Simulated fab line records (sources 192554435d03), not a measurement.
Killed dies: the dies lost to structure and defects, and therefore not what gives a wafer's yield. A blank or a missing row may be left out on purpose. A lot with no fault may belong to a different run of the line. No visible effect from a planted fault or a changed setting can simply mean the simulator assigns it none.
Struck lot and sound lot, side by side || flow n5Finfet || 15 steps out of a route of 1938
Sound: the wafers L547.4, L547.5, L547.6. Struck: wafers L556.1, L556.2, L556.3. The cause comes at the end.
At each step with rows: each side's tool, then ch and its chambers, then its first start. Under that, the readings that differ: sound wafers || struck wafers || difference of the means || sigmas: that difference in standard deviations of wafers without a fault.
alike: a reading whose means differ by less than 2 such deviations, as well as words and numbers matching on both sides. not compared: withheld readings; readings where some wafer has no value; bounds like >300 that might hide an equal value; numbers whose values overlap and for which the record gives no deviation.
Wherever a step has rows on one side only, a row that says differs or no value, or a row with sigmas, the two part there. Non-overlapping numbers with no deviation appear without sigmas and do not part them. Lack of a reading on every wafer of one side parts them only where that side has two or more wafers.

first, 6 steps without rows for these wafers: N5_BEOL_M15_STRIP_36 (strips in O2); N5_BEOL_M15_STRIP_62 (strips in O2); N5_BEOL_M15_STRIP_37 (strips in O2); N5_BEOL_M15_ETCH_38 (etches SiCN in CF4/N2, target depth 106.4 nm, time 120.5 s); N5_BEOL_M15_PRECLEAN_39 (cleans in residue remover, time 60 s); N5_BEOL_M15_SRD_40 (time 30 s, dry time 30 s).
N5_BEOL_M15_DEGAS_41: time 60 s.
  sound on pvdSputter-01, day 12 18:43; struck on pvdSputter-02, day 14 13:42
  alike: heaterPowerW
N5_BEOL_M15_PRE_CLEAN_42: time 30 s.
  sound on pvdSputter-01, day 12 18:45; struck on pvdSputter-02, day 14 13:44
  alike: heaterPowerW
then, 1 step without rows for these wafers: N5_BEOL_M15_SPUTTER_43 (material TaN, target thk 15 nm, time 24.19 s).
N5_BEOL_M15_SPUTTER_44: material Ta, target thk 15 nm, time 24.19 s.
  sound on pvdSputter-01, day 12 18:52; struck on pvdSputter-02, day 14 13:52
  alike: substrateTempC, throttleValvePct
N5_BEOL_M15_SPUTTER_45: material Cu, target thk 100 nm, time 16.67 s.
  sound on pvdSputter-01, day 12 18:57; struck on pvdSputter-02, day 14 13:56
  alike: substrateTempC, throttleValvePct
then, 1 step without rows for these wafers: N5_BEOL_M15_ECD_47 (material Cu, target thk 1860 nm).
N5_BEOL_M15_ANNEAL_48: time 90 s.
  sound on rtpAnneal-02 ch 0, day 12 19:31; struck on rtpAnneal-02 ch 0, day 14 14:18
{"reading": "wafer_temp_C_max", "sound": "225.7 225.7 225.6", "struck": "220.5 220.6 220.6", "difference": -5.1, "sigmas": -17}
N5_BEOL_M15_CMP_49: polishes, stops on SiO2, t overpolish 4.9 s, target thk 850 nm.
  sound on cmp-03 ch 0,1,3, day 12 19:49; struck on cmp-03 ch 0,1,2, day 14 14:35
  alike: barrierFieldEndpointS, motorCurrentA, overpolishRunS
N5_PASSIVATION_PROBE_49:
  sound on prober-02, day 13 12:26; struck on prober-01, day 15 05:31
  alike: defectLimitedYield, killed_at_M0_to_M3, killed_at_M4_up, killedAtContacts, killedAtFrontEnd, killedAtOther, killedDies, killedOpen, killedShort, sort_bin_5_function, sort_bin_6_memory, sortNPass, sortYieldPct

## WHERE THEY PART
Only at N5_BEOL_M15_ANNEAL_48, within this record. Later steps at which nothing parts them and some readings are alike: N5_BEOL_M15_CMP_49, N5_PASSIVATION_PROBE_49.

WHY: the cause the simulator had injected
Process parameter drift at N5_BEOL_M15_ANNEAL_48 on rtpAnneal-02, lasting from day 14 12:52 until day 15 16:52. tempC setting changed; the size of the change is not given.
